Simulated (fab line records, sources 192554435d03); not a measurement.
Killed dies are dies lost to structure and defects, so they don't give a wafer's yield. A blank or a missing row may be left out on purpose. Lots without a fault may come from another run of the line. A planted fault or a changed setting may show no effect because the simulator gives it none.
One fault seen from 3 desks | flow n5_finfet | each desk has only its own numbers; what lay behind them comes last

THE TOOL OWNER'S DESK: rie_metal-02
The tool's own readings at N5_MIM_BOT_ETCH_ETCH_03 (etches the open film in Cl2/BCl3, target depth 12 nm): means of the sampled wafers that have a number, for each lot that ran on this tool. A lot is out of limits, marked OUT, if its mean lies more than 4 standard deviations from the usual mean; the brackets give that distance.
Columns: A = bias_w at N5_MIM_BOT_ETCH_ETCH_03, usual 100.0 W; B = drypump_motor_current_A at N5_MIM_BOT_ETCH_ETCH_03, usual 5.5 A; C = he_backside_leak_sccm at N5_MIM_BOT_ETCH_ETCH_03, usual 3.3 sccm; D = oes_product_au at N5_MIM_BOT_ETCH_ETCH_03, usual 0.76 a.u.; E = throttle_valve_pct at N5_MIM_BOT_ETCH_ETCH_03, usual 27.53 %
lot  | first seen here | A              | B   | C   | D    | E
L651 | day 12 20:35    | 99.8           | 5.4 | 3.3 | 0.71 | 27.27
L660 | day 15 00:56    | 82.0 (-58) OUT | 5.5 | 3.3 | 0.62 | 27.29
L661 | day 15 04:05    | 88.4 (-37) OUT | 5.4 | 3.3 | 0.67 | 27.28
This desk's finding: out of limits on L660, L661; first on L660, day 15 00:56 (bias_w at N5_MIM_BOT_ETCH_ETCH_03). In limits: L651.

THE METROLOGY DESK
What the gauges read, lot by lot, whatever tool the lot ran on: means of the sampled wafers that have a number. A lot is out of limits, marked OUT, if its mean lies more than 4 standard deviations from the usual mean; the brackets give that distance.
Columns: A = cd_nm at N5_MIM_BOT_LITHO_CD_MEAS_08, usual 2999.1 nm; B = MIM_BOT_OVL at N5_MIM_BOT_LITHO_OVL_MEAS_11, usual -1 nm
lot  | first seen here | A      | B
L650 | day 12 14:25    | 3000.2 | 0
L651 | day 12 20:20    | 2997.5 | -3
L660 | day 15 00:41    | 2999.1 | 4
L661 | day 15 03:48    | 2999.3 | -0
L668 | day 16 22:24    | 2998.7 | -2
L667 | day 17 03:22    | 3000.1 | 4
This desk's finding: nothing out of limits on any of the 6 lots.

THE DEFECT DESK
What the inspections along the route counted, lot by lot: means of the sampled wafers that have a number. A lot is out of limits, marked OUT, if its mean lies more than 4 standard deviations from the usual mean; the brackets give that distance.
Columns: A = raw_defect_count at N5_MIM_BOT_LITHO_INSPECT_12, usual 2.0
lot  | first seen here | A
L650 | day 12 14:28    | 1.3
L651 | day 12 20:23    | 1.3
L660 | day 15 00:44    | 1.7
L661 | day 15 03:51    | 3.3
L668 | day 16 22:28    | 1.3
L667 | day 17 03:26    | 2.3
This desk's finding: nothing out of limits on any of the 6 lots.

PUT TOGETHER
The tool owner's desk could have raised an alarm at day 15 00:56, on L660, L661.
The metrology desk saw nothing out of limits.
The defect desk saw nothing out of limits.
The metrology desk has L660, L661 on record, within its limits.
The defect desk has L660, L661 on record, within its limits.
Of the lots named, all ran N5_MIM_BOT_ETCH_ETCH_03 on rie_metal-02.

WHAT THE SIMULATOR HAD PUT IN
Process parameter drift: rie_metal-02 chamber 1, from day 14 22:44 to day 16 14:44, at N5_MIM_BOT_ETCH_ETCH_03. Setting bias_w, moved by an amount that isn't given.
Lots struck among those shown: L660, L661.
Hours from the fault's start to each desk's first reading out of limits: the tool owner's desk, 2.
